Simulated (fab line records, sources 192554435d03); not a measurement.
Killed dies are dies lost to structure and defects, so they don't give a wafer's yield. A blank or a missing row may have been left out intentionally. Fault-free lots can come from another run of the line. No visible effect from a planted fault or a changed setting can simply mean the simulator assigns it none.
fab line records -- flow n5-finfet
[record] lots = 7, wafers = 39
route steps=1938 shown WELL_APT@55 FIN_CUT@173 SD_EPI_P@321 HKMG_FIN@438
start-h: start of the lot's first displayed wafer, in hours after the record's first day -- wait-h: how many hours have passed since the lot's step before this one -- " the same as in the row above -- L1.1+2: a row that stands for several wafers -- - no value present, or no start provided -- * or withheld: withheld -- < > ~ a bound
route shown NAME@n: names a module that has steps shown in the file, with the first one's number in the route -- usual: mean and standard deviation over wafers with no fault -- same: alike in all rows -- chamber/n: place in a boat -- sites: per-site readings -- _std_site: how widely they spread, as a standard deviation -- _edge_site: the outer-site mean with the inner-site mean subtracted -- radius-mm: for every site, how far away it sits from the centre of the wafer -- mask NAME#n: copy n -- behind: the last tool/chamber to shape the wafer -- hold: why the lot was held/for how many hours/how that ended -- device: the n, p or np transistor that did not switch -- end of line: at the end of the route, the tests of the same wafers -- a step without rows: its recipe alone -- killed: dies lost to structure and defects at the first sort, not the wafer's yield -- map: a wafer's dies, x killed, . not, _ none there
set.NAME: the setting the step ran with; set.NAME@STEP: the setting that earlier step ran with -- model.NAME: the simulator's own value behind a step, which no gauge read
lots where settings were altered on purpose, with a table for each step and a row for each wafer
[[steps]]
[step N5_WELL_APT_EPI_41]
[recipe] material = Si, target-thk-a = 500, temp-c = 650, precursor = SiH4/H2, pressure-torr = 20, time-s = 297.7
lot.wafer,tool,chamber,start-h,wait-h,set.target-thk-a,model.Si_of_WELL_APT_EPI_41.thk-nm
L075.1,epi-rpcvd-02,0,21.94,0.0,500,50.63
L075.2,epi-rpcvd-02,0,21.94,0.0,483.9,49.28
L075.3,epi-rpcvd-02,0,21.94,0.0,500,50.22
L075.4+5,epi-rpcvd-02,0,21.94,0.0,483.9,49.17
L075.6,epi-rpcvd-02,0,21.94,0.0,500,49.96
L076.1,epi-rpcvd-02,0,28.53,0.0,500,49.66
L076.2,epi-rpcvd-02,0,28.53,0.0,529.9,52.86
L076.3,epi-rpcvd-02,0,28.53,0.0,529.9,52.91
L076.4,epi-rpcvd-02,0,28.53,0.0,529.9,52.89
L076.5,epi-rpcvd-02,0,28.53,0.0,500,49.4
L076.6,epi-rpcvd-02,0,28.53,0.0,500,50.12
L077.1,epi-rpcvd-02,0,34.52,0.0,500,49.3
L077.4,epi-rpcvd-02,0,34.52,0.0,500,49.75
L077.6,epi-rpcvd-02,0,34.52,0.0,500,49.62
L079.1,epi-rpcvd-02,0,46.68,0.0,500,49.14
L079.2,epi-rpcvd-02,0,46.68,0.0,461,45.36
L079.3,epi-rpcvd-02,0,46.68,0.0,500,49.7
L079.4,epi-rpcvd-02,0,46.68,0.0,461,46.16
L079.5,epi-rpcvd-02,0,46.68,0.0,461,45.16
L079.6,epi-rpcvd-02,0,46.68,0.0,500,49.49
L089.1,epi-rpcvd-04,0,106.07,0.0,535.3,52.93
L089.2,epi-rpcvd-04,0,106.07,0.0,500,49.32
L089.3,epi-rpcvd-04,0,106.07,0.0,500,49.47
L089.4,epi-rpcvd-04,0,106.07,0.0,535.3,52.55
L089.5,epi-rpcvd-04,0,106.07,0.0,500,49.34
L089.6,epi-rpcvd-04,0,106.07,0.0,535.3,53.1
L092.1,epi-rpcvd-02,0,123.88,0.0,486.7,47.57
L092.2,epi-rpcvd-02,0,123.88,0.0,500,49.29
L092.3,epi-rpcvd-02,0,123.88,0.0,486.7,46.94
L092.4,epi-rpcvd-02,0,123.88,0.0,486.7,48.11
L092.5,epi-rpcvd-02,0,123.88,0.0,500,49.01
L092.6,epi-rpcvd-02,0,123.88,0.0,500,48.81
L093.1,epi-rpcvd-02,0,130.38,0.0,500,49.38
L093.2,epi-rpcvd-02,0,130.38,0.0,500,49.73
L093.3,epi-rpcvd-02,0,130.38,0.0,500,49.23
L093.4,epi-rpcvd-02,0,130.38,0.0,500,49.69
L093.5,epi-rpcvd-02,0,130.38,0.0,500,49.71
L093.6,epi-rpcvd-02,0,130.38,0.0,500,49
[step N5_FIN_CUT_CUT_ETCH_26]
[recipe] chemistry = CH3F/O2, target = SiNx, target-depth-a = 390, mask-material = SOC, time-s = 55.7, pressure-mtorr = 30, source-w = 395, bias-w = 73, Ar_flow_sccm = 150, CH3F_flow_sccm = 30, O2_flow_sccm = 20, ion-energy-ev = 120
lot.wafer,tool,chamber,start-h,wait-h,set.target-depth-a,model.etch.depth-nm
L075.1,rie-diel-03,3,34.26,0.0,390,37.61
L075.2,rie-diel-03,1,34.26,0.0,390,38.2
L075.3,rie-diel-03,2,34.26,0.0,375.2,37.87
L075.4,rie-diel-03,0,34.26,0.0,390,38.82
L075.5,rie-diel-03,3,34.26,0.0,375.2,35.96
L075.6,rie-diel-03,2,34.26,0.0,375.2,38
L076.1,rie-diel-02,1,39.05,0.0,437.6,42.65
L076.2,rie-diel-02,2,39.05,0.0,437.6,43.15
L076.3,rie-diel-02,3,39.05,0.0,390,39.54
L076.4,rie-diel-02,0,39.05,0.0,390,37.98
L076.5,rie-diel-02,1,39.05,0.0,390,39.02
L076.6,rie-diel-02,2,39.05,0.0,437.6,42.92
L077.1,rie-diel-03,2,46.79,0.0,390,39.31
L077.4,rie-diel-03,3,46.79,0.0,390,37.8
L077.6,rie-diel-03,3,46.79,0.0,390,37.38
L079.1,rie-diel-02,2,57.48,0.0,341.7,33.19
L079.2,rie-diel-02,0,57.48,0.0,390,37.49
L079.3,rie-diel-02,1,57.48,0.0,390,38.81
L079.4,rie-diel-02,3,57.48,0.0,341.7,34.66
L079.5,rie-diel-02,3,57.48,0.0,390,39.58
L079.6,rie-diel-02,2,57.48,0.0,341.7,33.22
L089.1,rie-diel-01,2,117.36,0.0,434.7,43.55
L089.2,rie-diel-01,0,117.36,0.0,434.7,43.68
L089.3,rie-diel-01,3,117.36,0.0,390,40.22
L089.4,rie-diel-01,1,117.36,0.0,434.7,43.2
L089.5,rie-diel-01,1,117.36,0.0,390,38.53
L089.6,rie-diel-01,2,117.36,0.0,390,38.76
L092.1,rie-diel-01,3,134.93,0.0,390,39.79
L092.2,rie-diel-01,2,134.93,0.0,390,38.3
L092.3,rie-diel-01,0,134.93,0.0,390,38.46
L092.4,rie-diel-01,3,134.93,0.0,390,39.92
L092.5,rie-diel-01,0,134.93,0.0,390,38.72
L092.6,rie-diel-01,2,134.93,0.0,390,38.11
L093.1,rie-diel-01,2,140.79,0.0,390,38.23
L093.2,rie-diel-01,0,140.79,0.0,390,38.51
L093.3,rie-diel-01,3,140.79,0.0,390,39.53
L093.4,rie-diel-01,0,140.79,0.0,390,38.77
L093.5,rie-diel-01,3,140.79,0.0,390,39.67
L093.6,rie-diel-01,2,140.79,0.0,390,38.16
[step N5_SD_EPI_P_EPI_21]
[recipe] material = SiGe:B, dopant = B, temp-c = 550, pressure-torr = 20, ambient = H2, time-s = 355
lot.wafer,tool,chamber,start-h,wait-h,set.time-s,model.SiGe-B_of_SD_EPI_P_EPI_21.thk-nm
L075.1,epi-rpcvd-02,0,61.84,0.1,312.4,55.6
L075.2,epi-rpcvd-02,0,61.84,0.1,355,60
L075.3,epi-rpcvd-02,0,61.84,0.1,355,59.4
L075.4,epi-rpcvd-02,0,61.84,0.1,355,60.2
L075.5,epi-rpcvd-02,0,61.84,0.1,312.4,55.4
L075.6,epi-rpcvd-02,0,61.84,0.1,312.4,55
L076.1,epi-rpcvd-01,0,66.47,0.1,355,61.2
L076.2+4+6,epi-rpcvd-01,0,66.47,0.1,355,61.4
L076.3,epi-rpcvd-01,0,66.47,0.1,355,60.8
L076.5,epi-rpcvd-01,0,66.47,0.1,355,60.2
L077.1,epi-rpcvd-04,0,74.77,0.1,355,61.4
L077.4,epi-rpcvd-04,0,75.85,1.1,355,61.2
L077.6,epi-rpcvd-04,0,75.85,1.1,355,62
L079.1+5,epi-rpcvd-01,0,86.33,0.1,418.5,69
L079.2,epi-rpcvd-01,0,86.33,0.1,418.5,69.4
L079.3+4,epi-rpcvd-01,0,86.33,0.1,355,62.4
L079.6,epi-rpcvd-01,0,88.13,1.8,355,61.2
L089.1+2+4,epi-rpcvd-04,0,145.81,0.2,355,61.2
L089.3+6,epi-rpcvd-04,0,145.81,0.2,355,61
L089.5,epi-rpcvd-04,0,145.81,0.2,355,60.4
L092.1,epi-rpcvd-01,0,165.40,0.1,300.9,55.4
L092.2,epi-rpcvd-01,0,165.40,0.1,355,61.2
L092.3,epi-rpcvd-01,0,165.40,0.1,355,61
L092.4,epi-rpcvd-01,0,165.40,0.1,355,61.4
L092.5,epi-rpcvd-01,0,165.40,0.1,300.9,55
L092.6,epi-rpcvd-01,0,165.40,0.1,300.9,54.8
L093.1+5,epi-rpcvd-02,0,176.93,0.1,355,60.6
L093.2+6,epi-rpcvd-02,0,176.93,0.1,355,60
L093.3,epi-rpcvd-02,0,176.93,0.1,355,61
L093.4,epi-rpcvd-02,0,176.93,0.1,355,61.4
[step N5_SD_EPI_P_EPI_MEAS_23]
[recipe] mode = xrd
[usual] thk-nm = 60.8/1.2
lot.wafer,tool,chamber,start-h,wait-h,set.time-s@SD_EPI_P_EPI_21,thk-nm
L075.1,film-metro-01,-,64.04,1.8,312.4,55.2
L075.2,film-metro-01,-,64.04,1.8,355,60.8
L075.3,film-metro-01,-,64.04,1.8,355,59.8
L075.4,film-metro-01,-,64.04,1.8,355,61.0
L075.5,film-metro-01,-,64.04,1.8,312.4,54.6
L075.6,film-metro-01,-,64.04,1.8,312.4,56.2
L076.1,film-metro-02,-,68.67,1.8,355,61.4
L076.2,film-metro-02,-,68.67,1.8,355,60.2
L076.3,film-metro-02,-,68.67,1.8,355,60.0
L076.4,film-metro-02,-,68.67,1.8,355,62.4
L076.5,film-metro-02,-,68.67,1.8,355,60.2
L076.6,film-metro-02,-,68.67,1.8,355,62.4
L077.1,film-metro-01,-,76.96,1.8,355,60.7
L077.4,film-metro-01,-,76.96,1.8,355,61.1
L077.6,film-metro-01,-,76.96,1.8,355,61.9
L079.1,film-metro-02,-,88.53,1.8,418.5,69.2
L079.2,film-metro-02,-,88.53,1.8,418.5,69.2
L079.3,film-metro-02,-,88.53,1.8,355,61.2
L079.4,film-metro-02,-,88.53,1.8,355,62.3
L079.5,film-metro-02,-,88.53,1.8,418.5,69.0
L079.6,film-metro-02,-,88.53,1.8,355,61.7
L089.1,film-metro-01,-,148.73,2.4,355,61.3
L089.2,film-metro-01,-,148.73,2.4,355,60.1
L089.3,film-metro-01,-,148.73,2.4,355,60.4
L089.4,film-metro-01,-,148.73,2.4,355,60.2
L089.5,film-metro-01,-,148.73,2.4,355,61.5
L089.6,film-metro-01,-,148.73,2.4,355,62.6
L092.1,film-metro-02,-,167.62,1.9,300.9,55.6
L092.2,film-metro-02,-,167.62,1.9,355,61.2
L092.3,film-metro-02,-,167.62,1.9,355,60.9
L092.4,film-metro-02,-,167.62,1.9,355,63.2
L092.5,film-metro-02,-,167.62,1.9,300.9,54.8
L092.6,film-metro-02,-,167.62,1.9,300.9,53.3
L093.1,film-metro-02,-,179.13,1.8,355,62.3
L093.2,film-metro-02,-,179.13,1.8,355,58.9
L093.3,film-metro-02,-,179.13,1.8,355,62.6
L093.4,film-metro-02,-,179.13,1.8,355,62.0
L093.5,film-metro-02,-,179.13,1.8,355,63.1
L093.6,film-metro-02,-,179.13,1.8,355,59.7
[step N5_SD_EPI_P_HM_STRIP_48]
[recipe] chemistry = H3PO4, temp-c = 160, material = SiNx, target = SiNx, target-depth-a = 30, overetch-fraction = 0.3
lot.wafer,tool,chamber,start-h,wait-h,set.time-s@SD_EPI_P_EPI_21,model.SiGe-B_of_SD_EPI_P_EPI_21.thk-nm
L075.1,wet-bench-05,1,64.08,0.0,312.4,55.4
L075.2,wet-bench-05,4,64.08,0.0,355,59.6
L075.3,wet-bench-05,6,64.08,0.0,355,59
L075.4,wet-bench-05,2,64.08,0.0,355,60
L075.5,wet-bench-05,3,64.08,0.0,312.4,55.2
L075.6,wet-bench-05,5,64.08,0.0,312.4,54.6
L076.1,wet-bench-02,0,68.70,0.0,355,60.8
L076.2,wet-bench-02,7,68.70,0.0,355,61
L076.3,wet-bench-02,3,68.70,0.0,355,60.6
L076.4+6,wet-bench-02,"1,2",68.70,0.0,355,61.2
L076.5,wet-bench-02,4,68.70,0.0,355,60
L077.1+4,wet-bench-02,"3,6",77.00,0.0,355,61
L077.6,wet-bench-02,1,77.00,0.0,355,61.6
L079.1+5,wet-bench-03,"4,1",88.56,0.0,418.5,68.6
L079.2,wet-bench-03,3,88.56,0.0,418.5,69
L079.3,wet-bench-03,5,88.56,0.0,355,62
L079.4,wet-bench-03,6,88.56,0.0,355,62.2
L079.6,wet-bench-03,2,88.56,0.0,355,61
L089.1,wet-bench-03,7,148.77,0.0,355,61
L089.2+4+6,wet-bench-03,"2,1,5",148.77,0.0,355,60.8
L089.3,wet-bench-03,6,148.77,0.0,355,60.6
L089.5,wet-bench-03,0,148.77,0.0,355,60.2
L092.1,wet-bench-05,1,167.65,0.0,300.9,55.2
L092.2+4,wet-bench-05,"6,3",167.65,0.0,355,61
L092.3,wet-bench-05,0,167.65,0.0,355,60.8
L092.5,wet-bench-05,7,167.65,0.0,300.9,54.8
L092.6,wet-bench-05,2,167.65,0.0,300.9,54.6
L093.1+5,wet-bench-02,"3,1",179.17,0.0,355,60.2
L093.2,wet-bench-02,4,179.17,0.0,355,59.8
L093.3,wet-bench-02,2,179.17,0.0,355,60.8
L093.4,wet-bench-02,5,179.17,0.0,355,61.2
L093.6,wet-bench-02,6,179.17,0.0,355,59.6
[step N5_HKMG_FIN_ETCH_35]
[recipe] chemistry = N2/H2, target = SOC, target-depth-a = 2158, ion-energy-ev = 65, bias-w = 5, source-w = 3000, time-s = 243.4, pressure-mtorr = 30, n2-flow-sccm = 200, h2-flow-sccm = 200
lot.wafer,tool,chamber,start-h,wait-h,set.time-s,model.etch.depth-nm,model.SOC_of_HKMG_FIN_COAT_29.thk-nm,model.HKMG_FIN.feature-depth-nm
L075.1,rie-diel-06,2,81.45,0.0,243.4,212.8,87.4,212.8
L075.2,rie-diel-06,3,81.45,0.0,243.4,214.1,87.2,214.2
L075.3,rie-diel-06,1,81.45,0.0,281.8,264.7,35.8,264.6
L075.4,rie-diel-06,0,81.45,0.0,281.8,247.8,52.2,247.8
L075.5,rie-diel-06,0,81.45,0.0,243.4,213.7,86.8,213.8
L075.6,rie-diel-06,3,81.45,0.0,281.8,249.7,50,249.6
L076.1,rie-diel-06,3,85.41,0.0,185.2,161.5,137.4,161.4
L076.2,rie-diel-06,2,85.41,0.0,185.2,162.2,137.2,162.2
L076.3,rie-diel-06,1,85.41,0.0,243.4,226.6,72.2,226.6
L076.4,rie-diel-06,0,85.41,0.0,185.2,161.3,138.4,161.2
L076.5,rie-diel-06,3,85.41,0.0,243.4,213.4,85.8,213.4
L076.6,rie-diel-06,2,85.41,0.0,243.4,213.3,86.2,213.4
L077.1,rie-diel-05,3,94.23,0.0,243.4,211.4,88.6,211.4
L077.4,rie-diel-05,2,94.23,0.0,243.4,221.1,78.2,221.2
L077.6,rie-diel-05,0,94.23,0.0,243.4,212.9,86.2,212.8
L079.1,rie-diel-04,2,106.09,0.0,243.4,223.3,77.2,223.4
L079.2,rie-diel-04,0,106.09,0.0,243.4,221.2,79.4,221.2
L079.3,rie-diel-04,1,106.09,0.0,243.4,209.1,91.8,209.2
L079.4,rie-diel-04,3,106.09,0.0,243.4,224.6,76,224.6
L079.5,rie-diel-04,0,106.09,0.0,243.4,218,82.8,218
L079.6,rie-diel-04,1,106.09,0.0,243.4,208.8,91.4,208.8
L089.1,rie-diel-05,2,171.54,0.0,294.8,270.1,31.4,270
L089.2,rie-diel-05,1,171.54,0.0,243.4,220.3,82.2,220.4
L089.3,rie-diel-05,0,171.54,0.0,294.8,262,41.2,262
L089.4,rie-diel-05,3,171.54,0.0,243.4,215.7,85.8,215.6
L089.5,rie-diel-05,1,171.54,0.0,294.8,265.4,36.8,265.4
L089.6,rie-diel-05,0,171.54,0.0,243.4,216.8,84.4,216.8
L092.1,rie-diel-04,3,186.92,0.0,243.4,218.1,82.2,218
L092.2,rie-diel-04,1,186.92,0.0,243.4,204.4,95.2,204.4
L092.3,rie-diel-04,2,186.92,0.0,279,249.4,50.8,249.4
L092.4,rie-diel-04,0,186.92,0.0,243.4,220.5,79.6,220.4
L092.5,rie-diel-04,3,186.92,0.0,279,251.6,48.6,251.6
L092.6,rie-diel-04,0,186.92,0.0,279,252,49,252
L093.1,rie-diel-04,3,198.89,0.0,243.4,218.1,82.4,218.2
L093.2,rie-diel-04,2,198.89,0.0,267.8,243.9,57.4,243.8
L093.3,rie-diel-04,1,198.89,0.0,267.8,226.2,74.4,226.2
L093.4,rie-diel-04,1,198.89,0.0,267.8,225.1,75.2,225.2
L093.5,rie-diel-04,3,198.89,0.0,243.4,217.1,83.2,217
L093.6,rie-diel-04,2,198.89,0.0,243.4,220.5,80.2,220.4
[[key]]
[split] step = N5_WELL_APT_EPI_41, setting = target-thk-a, stated = 500, by = wafer
[response] step = N5_WELL_APT_EPI_41, reading = model.Si_of_WELL_APT_EPI_41.thk-nm, change = +0.495, per = 1%, r = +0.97
[split] step = N5_FIN_CUT_CUT_ETCH_26, setting = target-depth-a, stated = 390, by = wafer
[response] step = N5_FIN_CUT_CUT_ETCH_26, reading = model.etch.depth-nm, change = +0.365, per = 1%, r = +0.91
[split] step = N5_SD_EPI_P_EPI_21, setting = time-s, stated = 355, by = wafer
[response] step = N5_SD_EPI_P_EPI_21, reading = model.SiGe-B_of_SD_EPI_P_EPI_21.thk-nm, change = +0.396, per = 1%, r = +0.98
[response] step = N5_SD_EPI_P_EPI_MEAS_23, reading = thk-nm, change = *, per = 1%, r = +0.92
[response] step = N5_SD_EPI_P_HM_STRIP_48, reading = model.SiGe-B_of_SD_EPI_P_EPI_21.thk-nm, change = +0.39, per = 1%, r = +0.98
[split] step = N5_HKMG_FIN_ETCH_35, setting = time-s, stated = 243.4, by = wafer
[response] step = N5_HKMG_FIN_ETCH_35, reading = model.etch.depth-nm, change = +2.32, per = 1%, r = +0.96
[response] step = N5_HKMG_FIN_ETCH_35, reading = model.SOC_of_HKMG_FIN_COAT_29.thk-nm, change = -2.32, per = 1%, r = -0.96
[response] step = N5_HKMG_FIN_ETCH_35, reading = model.HKMG_FIN.feature-depth-nm, change = +2.32, per = 1%, r = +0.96
